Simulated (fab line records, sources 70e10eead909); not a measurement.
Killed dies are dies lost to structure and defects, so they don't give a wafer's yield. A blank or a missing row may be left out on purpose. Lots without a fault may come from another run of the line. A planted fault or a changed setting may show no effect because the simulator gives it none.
A struck lot beside a sound one | flow nand_harc | 25 steps out of a route of 1302
Sound: wafers L838.1, L838.3, L838.6. Struck: wafers L844.3, L844.4, L844.5. The cause comes at the end.
At each step with rows: each side's tool, then ch and its chambers, then its first start. Under that, the readings that differ: sound wafers | struck wafers | difference of the means | sigmas: that difference in standard deviations of wafers without a fault.
alike: readings whose means differ by less than 2 such deviations, and words and numbers that are the same on both sides. not compared: withheld readings, readings that some wafer has no value for, bounds like >300 that may hide the same value, and numbers for which the record gives no deviation and whose values overlap.
The two part at a step that has a row with sigmas, a row that says differs or no value, or rows on one side only. Numbers that don't overlap but have no deviation are shown without sigmas and don't part them. A reading that every wafer of one side lacks parts them only if that side has two wafers or more.

NHARC_P_ZERO_WELL_INSPECT_43:
  sound on defect_inspect-02, day 2 23:47; struck on defect_inspect-01, day 5 13:53
  alike: raw_defect_count
then, 11 steps without rows for these wafers: NHARC_P_STI_ETCH_26 (etches SiO2 in dHF, target depth 11 nm); NHARC_P_STI_PRECLEAN_27 (cleans in SC1); NHARC_P_STI_SRD_28; NHARC_P_STI_OXIDE_29 (material SiO2, target thk 10 nm, ox time 1362 s); NHARC_P_STI_HM_DEP_30 (deposits Si3N4, target thk 80 nm, time 873 s); NHARC_P_STI_DEHYDRATE_01 (time 120 s); NHARC_P_STI_HMDS_02 (time 30 s); NHARC_P_STI_COAT_41 (time 65 s); NHARC_P_STI_COAT_03 (resist thk 600 nm); NHARC_P_STI_SOFTBAKE_04 (time 70 s); NHARC_P_STI_EBR_05.
NHARC_P_STI_EXPOSE_06: exposes mask P STI, target cd 200 nm.
  sound on krf_scanner-04 ch 0, day 3 14:14; struck on krf_scanner-02 ch 0, day 6 04:28
  reading | sound                   | struck                           | difference | sigmas
  mask    | P_STI#0 P_STI#0 P_STI#0 | P_STI_R1#0 P_STI_R1#0 P_STI_R1#0 | differs    |
then, 2 steps without rows for these wafers: NHARC_P_STI_PEB_07 (peb time 80 s); NHARC_P_STI_DEVELOP_08 (time 50 s).
NHARC_P_STI_CD_MEAS_09: target cd 200 nm.
  sound on cd_sem-01 ch 0, day 3 14:24; struck on cd_sem-03 ch 0, day 6 04:37
  alike: cd_nm
NHARC_P_STI_OVL_MEAS_10:
  sound on overlay-02, day 3 14:29; struck on overlay-02, day 6 04:42
  alike: overlay_x_nm, overlay_y_nm
NHARC_P_STI_INSPECT_11:
  sound on defect_inspect-02, day 3 14:31; struck on defect_inspect-02, day 6 04:44
  alike: raw_defect_count
then, 1 step without rows for these wafers: NHARC_P_STI_HARDBAKE_13 (time 65 s).
NHARC_P_STI_DESCUM_14: chemistry O2, time 3 s.
  sound on rie_diel-02 ch 1,3, day 3 14:40; struck on rie_diel-02 ch 1,2,3, day 6 04:53
  alike: drypump_motor_current_A, o2_flow_sccm, oes_product_au, rf_vpp_V, showerhead_plenum_p_Torr, throttle_valve_pct
  not compared: rf_hours_counter_h, model.P_STI.cd_nm
NHARC_P_STI_ETCH_42: etches the open film in N2/H2, target depth 80 nm, overetch 24 nm, time 61 s.
  sound on rie_diel-02 ch 0,1, day 3 14:44; struck on rie_diel-02 ch 1,2, day 6 04:58
  alike: drypump_motor_current_A, oes_product_au, rf_vpp_V, showerhead_plenum_p_Torr, throttle_valve_pct
  not compared: rf_hours_counter_h
NHARC_P_STI_ETCH_31: etches the open film in CF4/CHF3, target depth 108.9 nm, time 54.5 s.
  sound on rie_diel-02 ch 0,1,2; struck on rie_diel-02 ch 1,2
  alike: drypump_motor_current_A, oes_product_au, rf_vpp_V, showerhead_plenum_p_Torr, throttle_valve_pct
  not compared: rf_hours_counter_h
NHARC_P_STI_ETCH_15: etches the open film in HBr/Cl2, target depth 300 nm, time 100.1 s.
  sound on rie_si-02 ch 1,2,3, day 3 14:58; struck on rie_si-03 ch 0,1,2, day 6 05:09
  alike: drypump_motor_current_A, oes_product_au, throttle_valve_pct
  not compared: rf_hours_counter_h, model.P_STI.cd_nm
NHARC_P_STI_CD_MEAS_16:
  sound on cd_sem-02, day 3 15:05; struck on cd_sem-03, day 6 05:19
  alike: cd_nm
-- the record jumps here: 22 days lie between the struck wafers' starts before and after (it left off in module P_STI and takes up again in module END, whose first step shown is number 1302 of the route) --
NHARC_END_SORT_01:
  the record has rows for the struck wafers here (prober-02 ch 0, day 28 07:29) and none for the sound ones

WHERE THEY PART
First at NHARC_P_STI_EXPOSE_06; last, within this record, at NHARC_END_SORT_01.

WHY: what the simulator had put in
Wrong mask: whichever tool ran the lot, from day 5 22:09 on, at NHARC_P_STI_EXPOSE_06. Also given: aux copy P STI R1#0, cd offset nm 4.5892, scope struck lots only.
